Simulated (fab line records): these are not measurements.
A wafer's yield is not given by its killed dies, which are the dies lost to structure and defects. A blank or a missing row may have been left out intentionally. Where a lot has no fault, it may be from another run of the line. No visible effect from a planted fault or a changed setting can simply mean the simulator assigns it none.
fab line records    flow n5_finfet
[record] lots = 7  wafers = 21
route steps=1938 shown BEOL_M8@1335 BEOL_M9@1401 BEOL_M10@1499 BEOL_M11@1599 BEOL_M12@1605 BEOL_M13@1680 BEOL_M14@1753
start_h: start of the lot's first displayed wafer, in hours after the record's first day    wait_h: hours from the lot's prior step to this one    " identical to the entry in the row above    L1.1+2: a row that stands for several wafers    - no value, or no start given    * or withheld: withheld    < > ~ a bound
route shown NAME@n: NAME is a module with steps in the file, n the number in the route of the first one    usual: mean/standard deviation taken from wafers without a fault    same: alike in all rows    chamber/n: place in a boat    sites: readings site by site    _std_site: how widely they spread, as a standard deviation    _edge_site: the outer-site mean with the inner-site mean subtracted    radius_mm: for every site, how far away it sits from the centre of the wafer    mask NAME#n: copy n    behind: tool/chamber where the wafer was last shaped    hold: cause of the lot's hold/its duration in hours/its outcome    device: the n, p or np transistor that did not switch    end of line: the tests these same wafers got at the end of their route    a step without rows: its recipe alone    killed: not the wafer's yield, but the dies lost to structure and defects at the first sort    map: per-die view of a wafer (x killed, . not killed, _ where there is no die)
set.NAME: the setting that was run; set.NAME@STEP: the one run at that earlier step    model.NAME: the simulator's own value behind a step, which no gauge read
lots where settings were altered on purpose, with a table for each step and a row for each wafer
[[steps]]
[step N5_BEOL_M8_PECVD_70]
[recipe] material = SiO2  target_thk_a = 200  temp_c = 400  precursor = TEOS/O2  pressure_torr = 5.5  rf_w = 450  teos_flow_sccm = 53.8  gas = O2  flow_sccm = 3000  time_s = 22.7
lot.wafer  tool      chamber  start_h  wait_h  set.time_s  model.SiO2_of_BEOL_M8_PECVD_70.thk_nm
L076.1     pecvd-01  0        209.18   0.0     19.86       17.2
L076.3     "         1        "        "       19.86       17.4
L076.5     "         2        "        "       22.7        19.8
L080.1     pecvd-03  0        246.35   0.0     22.7        19.6
L080.3     "         0        "        "       22.7        20.2
L080.6     "         0        "        "       22.7        20.4
L081.3     pecvd-03  1        247.52   0.1     22.7        20.2
L081.4     "         0        "        "       22.7        20.6
L081.6     "         0        "        "       22.7        20.4
L083.2     pecvd-01  2        259.58   0.0     22.7        19.8
L083.4     "         0        "        "       22.7        19.4
L083.5     "         1        "        "       22.7        20
L095.1+4   pecvd-03  1        365.23   0.0     22.7        20.4
L095.3     "         0        "        "       22.7        20
L096.2     pecvd-02  0        365.32   0.0     20.36       17.6
L096.4     "         2        "        "       22.7        20.2
L096.6     "         1        "        "       20.36       18
L097.1     pecvd-02  0        366.13   0.0     22.7        19.8
L097.3     "         2        "        "       20.36       18.2
L097.6     "         0        "        "       22.7        20.4
[step N5_BEOL_M8_HM_DEP_02]
[recipe] material = TiN  target_thk_a = 200  temp_c = 25  chamber_pressure_pa = 0.49996
[step N5_BEOL_M8_COAT_59]
[recipe] resist = SOC  temp_c = 250  time_s = 60  spin_rpm = 1500  resist_thk_nm = 100
[step N5_BEOL_M8_STRIP_80]
[recipe] chemistry = N2/H2  time_s = 10  power_w = 450  temp_c = 40  pressure_mtorr = 20  rf_frequency_hz = 6e+07  bias_power_w = 7  n2_flow_sccm = 200  h2_flow_sccm = 200
[step N5_BEOL_M8_HM_STRIP_39]
[recipe] chemistry = peroxide_tin_strip  material = TiN  target_depth_a = 250  temp_c = 50  time_s = 158
lot.wafer  tool          chamber  start_h  wait_h  set.time_s@BEOL_M8_PECVD_70  model.SiO2_of_BEOL_M8_PECVD_70.thk_nm
L076.1     wet_bench-03  7        214.35   0.0     19.86                        17
L076.3     "             3        "        "       19.86                        17.2
L076.5     "             0        "        "       22.7                         19.6
L080.1     wet_bench-01  7        251.51   0.0     22.7                         19.4
L080.3     "             2        "        "       22.7                         20
L080.6     "             6        "        "       22.7                         20.2
L081.3+6   wet_bench-01  1,2      251.74   0.0     22.7                         20.2
L081.4     "             4        "        "       22.7                         20.4
L083.2     wet_bench-03  6        261.99   0.0     22.7                         19.6
L083.4     "             3        "        "       22.7                         19.2
L083.5     "             2        "        "       22.7                         19.8
L096.2     wet_bench-02  2        369.12   0.0     20.36                        17.4
L096.4     "             0        "        "       22.7                         20
L096.6     "             1        "        "       20.36                        17.8
L095.1+4   wet_bench-02  5,2      369.32   0.0     22.7                         20.2
L095.3     "             1        "        "       22.7                         20
L097.1     wet_bench-01  3        373.92   0.0     22.7                         19.8
L097.3     "             0        "        "       20.36                        18
L097.6     "             4        "        "       22.7                         20.2
[step N5_BEOL_M9_ILD_DEP_00]
[recipe] material = SiCOH_lowk  target_thk_a = 3085.1  temp_c = 300  precursor = DEMS/porogen  pressure_torr = 5  rf_w = 500  time_s = 58
lot.wafer  tool      chamber  start_h  wait_h  set.time_s  model.SiCOH_lowk_of_BEOL_M9_ILD_DEP_00.thk_nm
L076.1     pecvd-03  1        217.30   0.0     52.14       271.8
L076.3     "         2        "        "       58          300.8
L076.5     "         0        "        "       52.14       272.8
L081.3     pecvd-03  1        254.43   0.1     58          310.8
L081.4     "         0        "        "       58          309.2
L081.6     "         1        "        "       58          310
L080.1     pecvd-02  2        254.54   0.0     58          310.4
L080.3     "         1        "        "       58          307.2
L080.6     "         0        "        "       60.76       327
L083.2     pecvd-04  2        265.62   0.0     53.91       285.8
L083.4     "         0        "        "       58          311.4
L083.5     "         2        "        "       53.91       288
L096.2     pecvd-03  1        371.56   0.0     60.64       313.4
L096.4     "         1        "        "       60.64       317.8
L096.6     "         0        "        "       58          303
L095.1     pecvd-04  2        372.01   0.0     58          304
L095.3     "         1        "        "       58          311.2
L095.4     "         1        "        "       58          312.6
L097.1     pecvd-03  1        376.43   0.0     58          307.4
L097.3     "         2        "        "       62.65       331.4
L097.6     "         0        "        "       58          314
[step N5_BEOL_M9_CURE_71]
[recipe] temp_c = 385  time_s = 240  ambient = He/Ar  material = SiCOH_lowk
lot.wafer  tool        chamber  start_h  wait_h  set.time_s@BEOL_M9_ILD_DEP_00  model.SiCOH_lowk_of_BEOL_M9_ILD_DEP_00.thk_nm
L076.1     uv_cure-03  0        218.71   1.4     52.14                          235.6
L076.3     "           0        "        "       58                             261.2
L076.5     "           0        "        "       52.14                          236.4
L080.1     uv_cure-03  0        254.62   0.0     58                             269.8
L080.3     "           0        "        "       58                             267
L080.6     "           0        "        "       60.76                          284.2
L081.3     uv_cure-02  0        254.67   0.2     58                             270
L081.4     "           0        "        "       58                             268.6
L081.6     "           0        "        "       58                             269.2
L083.2     uv_cure-03  1        265.78   0.1     53.91                          248
L083.4     "           1        "        "       58                             270.6
L083.5     "           1        "        "       53.91                          249.8
L096.2     uv_cure-03  2        371.72   0.1     60.64                          272.4
L096.4     "           2        "        "       60.64                          276.2
L096.6     "           2        "        "       58                             263.2
L095.1     uv_cure-02  2        372.08   0.0     58                             264
L095.3     "           2        "        "       58                             270.4
L095.4     "           2        "        "       58                             271.6
L097.1     uv_cure-03  2        376.51   0.0     58                             267
L097.3     "           2        "        "       62.65                          288.2
L097.6     "           2        "        "       58                             272.8
[step N5_BEOL_M9_THK_MEAS_01]
[recipe] reads = SiCOH_lowk_of_BEOL_M9_ILD_DEP_00
[usual] M9_ILD_THK = 267/3.5
lot.wafer  tool           chamber  start_h  wait_h  set.time_s@BEOL_M9_ILD_DEP_00  M9_ILD_THK[nm]
L076.1     film_metro-02  -        219.22   0.4     52.14                          236
L076.3     "              -        "        "       58                             261
L076.5     "              -        "        "       52.14                          237
L081.3     film_metro-02  -        255.02   0.3     58                             270
L081.4     "              -        "        "       58                             269
L081.6     "              -        "        "       58                             269
L080.1     film_metro-01  -        255.13   0.4     58                             270
L080.3     "              -        "        "       58                             267
L080.6     "              -        "        "       60.76                          285
L083.2     film_metro-01  -        266.21   0.4     53.91                          248
L083.4     "              -        "        "       58                             270
L083.5     "              -        "        "       53.91                          250
L096.2     film_metro-02  -        372.16   0.4     60.64                          272
L096.4     "              -        "        "       60.64                          276
L096.6     "              -        "        "       58                             263
L095.1     film_metro-01  -        372.60   0.4     58                             264
L095.3     "              -        "        "       58                             270
L095.4     "              -        "        "       58                             272
L097.1     film_metro-01  -        377.02   0.4     58                             267
L097.3     "              -        "        "       62.65                          288
L097.6     "              -        "        "       58                             273
[step N5_BEOL_M9_ETCH_62]
[recipe] chemistry = N2/H2  target = SOC  target_depth_a = 1100  overetch_a = 220  mask_material = SiARC  temp_c = 40  time_s = 165  ion_energy_ev = 200  pressure_mtorr = 30  source_w = 840  bias_w = 150  n2_flow_sccm = 200  h2_flow_sccm = 200
lot.wafer  tool         chamber  start_h  wait_h  set.time_s  model.SiARC_of_BEOL_M9_COAT_60.thk_nm
L076.1     rie_diel-01  0        219.86   0.0     154.3       24.2
L076.3     "            1        "        "       154.3       23.8
L076.5     "            0        "        "       165         23.4
L081.3+4   rie_diel-03  1,0      256.26   0.0     165         23.6
L081.6     "            1        "        "       132.3       25
L080.1     rie_diel-01  3        256.42   0.0     144.2       23.8
L080.3     "            1        "        "       165         23.4
L080.6     "            0        "        "       144.2       24.4
L083.2     rie_diel-01  3        268.47   0.0     165         23.2
L083.4     "            0        "        "       165         23.6
L083.5     "            3        "        "       129.1       24.6
L096.2     rie_diel-03  2        374.70   0.0     165         23.6
L096.4     "            3        "        "       183.6       22.6
L096.6     "            2        "        "       183.6       23
L095.1     rie_diel-01  1        374.76   0.0     165         23.4
L095.3     "            2        "        "       165         23.6
L095.4     "            3        "        "       165         23.2
L097.1+3   rie_diel-01  1,2      380.79   0.0     141.1       24.4
L097.6     "            1        "        "       165         23.4
[step N5_BEOL_M10_EXPOSE_25]
[recipe] mask_id = V9  na = 1.35  source_shape = annular  sigma_inner = 0.5  sigma_outer = 0.8  polarization = unpolarized  dose_mj = 85.5
lot.wafer   tool             chamber  start_h  wait_h  mask  set.dose_mj
L076.1+3+5  arfi_scanner-02  0        235.65   -       V9#0  85.5
L081.3+4+6  arfi_scanner-03  0        263.72   -       V9#0  79.75
L080.1+6    arfi_scanner-02  0        263.87   -       V9#0  85.5
L080.3      "                0        "        "       V9#0  81.3
L083.2+5    arfi_scanner-01  0        280.33   -       V9#0  80.7
L083.4      "                0        "        "       V9#0  85.5
L095.1+3+4  arfi_scanner-02  0        386.58   -       V9#0  85.5
L096.2+4    arfi_scanner-03  0        386.85   -       V9#0  85.5
L096.6      "                0        "        "       V9#0  79.1
L097.1+6    arfi_scanner-02  0        388.88   -       V9#0  85.5
L097.3      "                0        "        "       V9#0  90.85
[step N5_BEOL_M10_PEB_26]
[recipe] peb_temp_c = withheld  peb_time_s = 60  resist = CAR-ArF
[step N5_BEOL_M10_DEVELOP_27]
[recipe] develop_time_s = 30  developer = TMAH  resist = CAR-ArF  rinse_liquid = diw  dry = air_spin  dev_temp_c = 23
[step N5_BEOL_M10_CD_MEAS_28]
[recipe] target_cd_nm = 70  landing_energy_ev = 500  detector = se_inlens  polarity = opening
[usual] cd_nm = 70.2/1
lot.wafer  tool       chamber  start_h  wait_h  set.dose_mj@BEOL_M10_EXPOSE_25  cd_nm
L076.1     cd_sem-03  0        235.78   -       85.5                            69.4
L076.3     "          0        "        "       85.5                            69.9
L076.5     "          0        "        "       85.5                            69.7
L081.3     cd_sem-02  0        263.84   -       79.75                           64.8
L081.4     "          0        "        "       79.75                           65.8
L081.6     "          0        "        "       79.75                           65.7
L080.1     cd_sem-01  0        264.00   -       85.5                            70.1
L080.3     "          0        "        "       81.3                            67.2
L080.6     "          0        "        "       85.5                            71.0
L083.2     cd_sem-03  0        280.45   -       80.7                            64.5
L083.4     "          0        "        "       85.5                            71.0
L083.5     "          0        "        "       80.7                            66.2
L095.1     cd_sem-02  0        386.71   -       85.5                            70.1
L095.3     "          0        "        "       85.5                            71.6
L095.4     "          0        "        "       85.5                            71.8
L096.2     cd_sem-01  0        386.97   -       85.5                            71.2
L096.4     "          0        "        "       85.5                            70.2
L096.6     "          0        "        "       79.1                            65.2
L097.1     cd_sem-02  0        389.01   -       85.5                            69.0
L097.3     "          0        "        "       90.85                           74.7
L097.6     "          0        "        "       85.5                            69.8
[step N5_BEOL_M10_VIA_ETCH_34]
[recipe] chemistry = C4F6/O2  target = SiCOH_lowk  target_depth_a = 1845  mask_material = SOC  taper_deg = 4  time_s = 69.2  ion_energy_ev = 250  pressure_mtorr = 30  source_w = 345  bias_w = 185  Ar_flow_sccm = 300  C4F6_flow_sccm = 10  O2_flow_sccm = 10
lot.wafer  tool         chamber  start_h  wait_h  set.time_s  model.etch.depth_nm  model.SOC_of_BEOL_M10_COAT_63.thk_nm
L076.1     rie_diel-06  1        236.80   0.0     77.61       205.4                91.2
L076.3     "            0        "        "       69.2        187.2                92.4
L076.5     "            0        "        "       69.2        188.5                92
L081.3     rie_diel-05  0        264.13   0.0     83.33       215.5                90.4
L081.4     "            2        "        "       69.2        187.6                91.6
L081.6     "            0        "        "       83.33       217.3                90.4
L080.1     rie_diel-06  3        264.75   0.0     69.2        186.3                91.6
L080.3     "            1        "        "       69.2        179.9                92.2
L080.6     "            3        "        "       69.2        186.3                91.8
L083.2     rie_diel-06  1        280.75   0.0     69.2        178.9                92.4
L083.4     "            3        "        "       69.2        181.9                92.2
L083.5     "            1        "        "       69.2        180                  92.6
L095.1     rie_diel-05  2        387.01   0.0     69.2        185.4                92.6
L095.3     "            1        "        "       69.2        186.4                92.4
L095.4     "            1        "        "       69.2        187.2                92.2
L096.2     rie_diel-06  3        387.27   0.0     69.2        183.8                91.6
L096.4     "            1        "        "       75.73       198                  91
L096.6     "            1        "        "       69.2        182.3                91.8
L097.1     rie_diel-05  0        389.31   0.0     69.2        177.6                92.8
L097.3     "            1        "        "       73.82       198.4                91.6
L097.6     "            1        "        "       73.82       198.2                91.8
[step N5_BEOL_M11_DEP_56]
[recipe] material = SiCN  target_thk_a = 300  temp_c = withheld  precursor = 3MS/NH3  pressure_torr = 3  rf_w = 675  time_s = 10.5
lot.wafer  tool      chamber  start_h  wait_h  set.time_s  model.SiCN_of_BEOL_M11_DEP_56.thk_nm
L076.1     pecvd-04  1        249.03   0.0     10.5        29.6
L076.3+5   "         0,1      "        "       10.5        30
L081.3     pecvd-01  1        274.32   0.0     10.5        29.6
L081.4+6   "         2,1      "        "       10.5        30.2
L080.1     pecvd-02  2        282.05   0.0     11.25       31.8
L080.3     "         1        "        "       10.5        29.8
L080.6     "         0        "        "       10.5        30.2
L083.2+5   pecvd-04  1,0      292.09   0.0     10.5        29.8
L083.4     "         2        "        "       10.5        30.2
L095.1     pecvd-01  2        402.90   0.0     10.5        30.2
L095.3     "         2        "        "       10.5        30.6
L095.4     "         1        "        "       10.5        30.4
L096.2     pecvd-02  2        403.70   0.0     10.5        30
L096.4+6   "         1,2      "        "       10.5        30.2
L097.1     pecvd-01  1        404.30   0.0     9.594       27.4
L097.3     "         1        "        "       10.5        30.4
L097.6     "         2        "        "       9.594       28
[step N5_BEOL_M12_COAT_04]
[recipe] spin_rpm = 1625  resist_thk_nm = 400
lot.wafer  tool            chamber  start_h  wait_h  set.spin_rpm  model.coat_of_BEOL_M12_COAT_04.thk_nm
L076.1     litho_track-01  0        -        -       1625          399.8
L076.3     "               0        "        "       1625          399.2
L076.5     "               0        "        "       1625          400.6
L081.3+6   litho_track-02  0        -        -       1625          399
L081.4     "               0        "        "       1477          417.4
L080.1     litho_track-02  0        -        -       1625          400.4
L080.3     "               0        "        "       1458          422.6
L080.6     "               0        "        "       1458          423.6
L083.2     litho_track-03  0        -        -       1625          400.6
L083.4     "               0        "        "       1625          401.2
L083.5     "               0        "        "       1625          400.8
L095.1     litho_track-02  0        -        -       1625          398.6
L095.3+4   "               0        "        "       1625          399.4
L096.2     litho_track-02  0        -        -       1625          397.8
L096.4     "               0        "        "       1546          410.4
L096.6     "               0        "        "       1625          400
L097.1     litho_track-01  0        -        -       1625          403.4
L097.3     "               0        "        "       1625          403.6
L097.6     "               0        "        "       1625          402.4
[step N5_BEOL_M12_EBR_06]
[recipe] solvent = PGMEA  ebr_width_mm = 1.5
[step N5_BEOL_M12_SOFTBAKE_05]
[recipe] temp_c = 130  time_s = 60
[step N5_BEOL_M12_DESCUM_15]
[recipe] chemistry = O2  time_s = 7.9  source_power_w = 50  bias_power_w = 20  pressure_mtorr = 20  rf_frequency_hz = 2.712e+07  temp_c = 40  o2_flow_sccm = 225
[step N5_BEOL_M12_ETCH_59]
[recipe] chemistry = N2/H2  target = BARC  target_depth_a = 890  overetch_a = 267  time_s = 67.9  ion_energy_ev = 200  pressure_mtorr = 30  source_w = 840  bias_w = 150  n2_flow_sccm = 200  h2_flow_sccm = 200
lot.wafer  tool         chamber  start_h  wait_h  set.spin_rpm@BEOL_M12_COAT_04  model.coat_of_BEOL_M12_COAT_04.thk_nm
L076.1     rie_diel-06  2        250.78   0.0     1625                           317
L076.3     "            1        "        "       1625                           319.6
L076.5     "            1        "        "       1625                           321
L081.3     rie_diel-04  2        275.13   0.0     1625                           314.8
L081.4     "            3        "        "       1477                           332.8
L081.6     "            2        "        "       1625                           314.6
L080.1     rie_diel-06  1        282.74   0.0     1625                           319.4
L080.3     "            0        "        "       1458                           338.2
L080.6     "            0        "        "       1458                           338
L083.2     rie_diel-05  2        292.90   0.0     1625                           316.4
L083.4     "            3        "        "       1625                           316
L083.5     "            0        "        "       1625                           319.8
L095.1     rie_diel-04  3        403.72   0.0     1625                           314.6
L095.3     "            2        "        "       1625                           316.2
L095.4     "            0        "        "       1625                           318.6
L096.2     rie_diel-05  3        404.39   0.0     1625                           313
L096.4     "            2        "        "       1546                           326.2
L096.6     "            0        "        "       1625                           320.4
L097.1     rie_diel-04  0        405.25   0.0     1625                           321.8
L097.3     "            3        "        "       1625                           319.4
L097.6     "            3        "        "       1625                           317.8
[step N5_BEOL_M12_VIA_ETCH_16]
[recipe] chemistry = C4F8/O2/Ar  target = SiOC  pressure_mtorr = 30  source_w = 3000  bias_w = 700  Ar_flow_sccm = 400  C4F8_flow_sccm = 15  O2_flow_sccm = 8  he_inner_torr = 15  he_outer_torr = 30  target_depth_a = 7248  time_s = withheld  ion_energy_ev = 250  ends = cleared
lot.wafer  tool         chamber  start_h  wait_h  set.spin_rpm@BEOL_M12_COAT_04  model.coat_of_BEOL_M12_COAT_04.thk_nm
L076.1     rie_diel-06  2        250.83   0.0     1625                           125.6
L076.3     "            1        "        "       1625                           123.4
L076.5     "            1        "        "       1625                           128.2
L081.3     rie_diel-04  2        275.18   0.0     1625                           122.2
L081.4     "            3        "        "       1477                           132.4
L081.6     "            2        "        "       1625                           118.4
L080.1     rie_diel-06  1        282.79   0.0     1625                           127.2
L080.3     "            0        "        "       1458                           144.6
L080.6     "            0        "        "       1458                           142.4
L083.2     rie_diel-05  2        292.95   0.0     1625                           127.4
L083.4     "            3        "        "       1625                           121.4
L083.5     "            0        "        "       1625                           126.6
L095.1     rie_diel-04  3        403.77   0.0     1625                           120.6
L095.3     "            2        "        "       1625                           123
L095.4     "            0        "        "       1625                           127
L096.2     rie_diel-05  3        404.44   0.0     1625                           122
L096.4     "            2        "        "       1546                           131.2
L096.6     "            0        "        "       1625                           124.6
L097.1     rie_diel-04  0        405.30   0.0     1625                           128.4
L097.3     "            3        "        "       1625                           129.4
L097.6     "            3        "        "       1625                           122
[step N5_BEOL_M12_STRIP_63]
[recipe] chemistry = N2/H2  power_w = 1000  temp_c = 250  h2_frac = 0.65  overash_fraction = 0.3  pressure_mtorr = 1000  n2_flow_sccm = 1750  h2_flow_sccm = 3250
[usual] strip_time_to_endpoint_s = 42.5/0.85
lot.wafer  tool             chamber  start_h  wait_h  set.spin_rpm@BEOL_M12_COAT_04  strip_time_to_endpoint_s
L076.1     plasma_asher-01  0        251.03   -       1625                           43.2
L076.3     "                0        "        "       1625                           42.6
L076.5     "                1        "        "       1625                           43.9
L081.3     plasma_asher-01  0        275.40   -       1625                           42.3
L081.4     "                1        "        "       1477                           45.0
L081.6     "                1        "        "       1625                           41.2
L080.1     plasma_asher-01  1        282.99   -       1625                           43.7
L080.3     "                1        "        "       1458                           48.3
L080.6     "                1        "        "       1458                           47.6
L083.2     plasma_asher-02  1        293.15   -       1625                           43.7
L083.4     "                0        "        "       1625                           42.1
L083.5     "                1        "        "       1625                           43.5
L095.1     plasma_asher-01  1        403.97   -       1625                           41.8
L095.3     "                1        "        "       1625                           42.5
L095.4     "                0        "        "       1625                           43.6
L096.2     plasma_asher-01  1        404.64   -       1625                           42.2
L096.4     "                1        "        "       1546                           44.7
L096.6     "                1        "        "       1625                           42.9
L097.1     plasma_asher-02  0        405.50   -       1625                           43.9
L097.3     "                1        "        "       1625                           44.2
L097.6     "                1        "        "       1625                           42.2
[step N5_BEOL_M13_COAT_65]
[recipe] resist = SOC  temp_c = 250  time_s = 60  spin_rpm = 1500  resist_thk_nm = 350
lot.wafer  tool            chamber  start_h  wait_h  set.spin_rpm  model.SOC_of_BEOL_M13_COAT_65.thk_nm
L076.1     litho_track-05  0        256.56   0.0     1500          349.6
L076.3     "               0        "        "       1607          336.8
L076.5     "               0        "        "       1500          348.8
L081.3     litho_track-01  0        287.20   0.0     1332          370.2
L081.4     "               0        "        "       1500          348.6
L081.6     "               0        "        "       1332          370.8
L080.1     litho_track-05  0        287.72   0.0     1500          349.8
L080.3     "               0        "        "       1500          351
L080.6     "               0        "        "       1570          342.6
L083.2     litho_track-04  0        303.42   0.0     1500          349
L083.4     "               0        "        "       1500          349.8
L083.5     "               0        "        "       1500          348.6
L095.1     litho_track-05  0        410.98   0.0     1500          350
L095.3     "               0        "        "       1500          350.6
L095.4     "               0        "        "       1500          349.6
L096.2     litho_track-01  0        411.14   0.0     1349          369
L096.4     "               0        "        "       1500          351.6
L096.6     "               0        "        "       1500          350.2
L097.1     litho_track-01  0        411.64   0.0     1443          356
L097.3     "               0        "        "       1500          350
L097.6     "               0        "        "       1443          356.2
[step N5_BEOL_M14_TRENCH_ETCH_34]
[recipe] chemistry = C4F8/O2/Ar  target = SiO2  target_depth_a = 5566.5  mask_material = SOC  he_inner_torr = 15  he_outer_torr = 30  time_s = 126.9  ion_energy_ev = 800  pressure_mtorr = 20  source_w = 1905  bias_w = 2040  Ar_flow_sccm = 400  C4F8_flow_sccm = 16  O2_flow_sccm = 12
[usual] rf_vpp_V = 2240/45
lot.wafer  tool         chamber  start_h  wait_h  set.bias_w  rf_vpp_V
L076.1     rie_diel-06  1        261.79   0.0     2040        2286
L076.3     "            0        "        "       2040        2163
L076.5     "            0        "        "       2040        2163
L081.3     rie_diel-05  3        296.59   0.0     2040        2234
L081.4     "            2        "        "       2040        2211
L081.6     "            3        "        "       2176        2333
L080.1     rie_diel-04  1        297.36   0.0     2040        2298
L080.3     "            3        "        "       1732        1976
L080.6     "            1        "        "       2040        2300
L083.2     rie_diel-05  2        312.50   0.0     2040        2213
L083.4     "            0        "        "       2040        2192
L083.5     "            2        "        "       2040        2212
L095.1     rie_diel-05  3        417.16   0.0     2040        2231
L095.3     "            1        "        "       2040        2289
L095.4     "            2        "        "       2040        2211
L096.2     rie_diel-05  2        422.50   0.0     2237        2356
L096.4     "            1        "        "       2040        2290
L096.6     "            2        "        "       2237        2357
L097.1     rie_diel-06  3        422.82   0.0     1680        1915
L097.3     "            0        "        "       2040        2160
L097.6     "            2        "        "       2040        2254
[step N5_BEOL_M14_SPUTTER_43]
[recipe] material = TaN  target_thk_a = 150  temp_c = 50  bias_v = 168.6  power_w = 15000  chamber_pressure_pa = 0.12  time_s = 24.19
lot.wafer  tool            chamber  start_h  wait_h  set.time_s  model.TaN_of_BEOL_M14_SPUTTER_43.thk_nm
L076.1+5   pvd_sputter-02  -        265.35   0.0     24.19       14.8
L076.3     "               -        "        "       26.96       16.4
L081.3+4   pvd_sputter-02  -        301.54   0.0     20.79       12.8
L081.6     "               -        "        "       24.19       15
L080.1+6   pvd_sputter-03  -        302.00   0.0     26.81       16.6
L080.3     "               -        "        "       24.19       15
L083.2+4   pvd_sputter-02  -        314.58   0.0     24.19       15
L083.5     "               -        "        "       24.19       14.8
L095.1+4   pvd_sputter-03  -        418.65   0.0     24.19       14.8
L095.3     "               -        "        "       24.19       15.2
L096.2     pvd_sputter-01  -        424.31   0.0     24.19       15.2
L096.4     "               -        "        "       24.19       15
L096.6     "               -        "        "       27.07       17
L097.1     pvd_sputter-01  -        424.63   0.0     22.16       13.8
L097.3     "               -        "        "       24.19       14.8
L097.6     "               -        "        "       24.19       15
[[key]]
[split] step = N5_BEOL_M8_PECVD_70  setting = time_s  stated = 22.7  by = wafer
[response] step = N5_BEOL_M8_PECVD_70  reading = model.SiO2_of_BEOL_M8_PECVD_70.thk_nm  change = +0.205  per = 1%  r = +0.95
[response] step = N5_BEOL_M8_HM_STRIP_39  reading = model.SiO2_of_BEOL_M8_PECVD_70.thk_nm  change = +0.208  per = 1%  r = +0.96
[split] step = N5_BEOL_M9_ILD_DEP_00  setting = time_s  stated = 58  by = wafer
[response] step = N5_BEOL_M9_ILD_DEP_00  reading = model.SiCOH_lowk_of_BEOL_M9_ILD_DEP_00.thk_nm  change = +2.97  per = 1%  r = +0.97
[response] step = N5_BEOL_M9_CURE_71  reading = model.SiCOH_lowk_of_BEOL_M9_ILD_DEP_00.thk_nm  change = +2.62  per = 1%  r = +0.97
[response] step = N5_BEOL_M9_THK_MEAS_01  reading = M9_ILD_THK  change = +2.63  per = 1%  r = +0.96
[split] step = N5_BEOL_M9_ETCH_62  setting = time_s  stated = 165  by = wafer
[response] step = N5_BEOL_M9_ETCH_62  reading = model.SiARC_of_BEOL_M9_COAT_60.thk_nm  change = -0.0642  per = 1%  r = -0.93
[split] step = N5_BEOL_M10_EXPOSE_25  setting = dose_mj  stated = 85.5  by = wafer
[response] step = N5_BEOL_M10_CD_MEAS_28  reading = cd_nm  change = +0.809  per = 1%  r = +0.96
[split] step = N5_BEOL_M10_VIA_ETCH_34  setting = time_s  stated = 69.2  by = wafer
[response] step = N5_BEOL_M10_VIA_ETCH_34  reading = model.etch.depth_nm  change = +1.55  per = 1%  r = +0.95
[response] step = N5_BEOL_M10_VIA_ETCH_34  reading = model.SOC_of_BEOL_M10_COAT_63.thk_nm  change = -0.0725  per = 1%  r = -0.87
[split] step = N5_BEOL_M11_DEP_56  setting = time_s  stated = 10.5  by = wafer
[response] step = N5_BEOL_M11_DEP_56  reading = model.SiCN_of_BEOL_M11_DEP_56.thk_nm  change = +0.288  per = 1%  r = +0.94
[split] step = N5_BEOL_M12_COAT_04  setting = spin_rpm  stated = 1625  by = wafer
[response] step = N5_BEOL_M12_COAT_04  reading = model.coat_of_BEOL_M12_COAT_04.thk_nm  change = -2.15  per = 1%  r = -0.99
[response] step = N5_BEOL_M12_ETCH_59  reading = model.coat_of_BEOL_M12_COAT_04.thk_nm  change = -1.9  per = 1%  r = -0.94
[response] step = N5_BEOL_M12_VIA_ETCH_16  reading = model.coat_of_BEOL_M12_COAT_04.thk_nm  change = -1.49  per = 1%  r = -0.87
[response] step = N5_BEOL_M12_STRIP_63  reading = strip_time_to_endpoint_s  change = *  per = 1%  r = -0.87
[split] step = N5_BEOL_M13_COAT_65  setting = spin_rpm  stated = 1500  by = wafer
[response] step = N5_BEOL_M13_COAT_65  reading = model.SOC_of_BEOL_M13_COAT_65.thk_nm  change = -1.83  per = 1%  r = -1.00
[split] step = N5_BEOL_M14_TRENCH_ETCH_34  setting = bias_w  stated = 2040  by = wafer
[response] step = N5_BEOL_M14_TRENCH_ETCH_34  reading = rf_vpp_V  change = +16.9  per = 1%  r = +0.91
[split] step = N5_BEOL_M14_SPUTTER_43  setting = time_s  stated = 24.19  by = wafer
[response] step = N5_BEOL_M14_SPUTTER_43  reading = model.TaN_of_BEOL_M14_SPUTTER_43.thk_nm  change = +0.15  per = 1%  r = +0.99
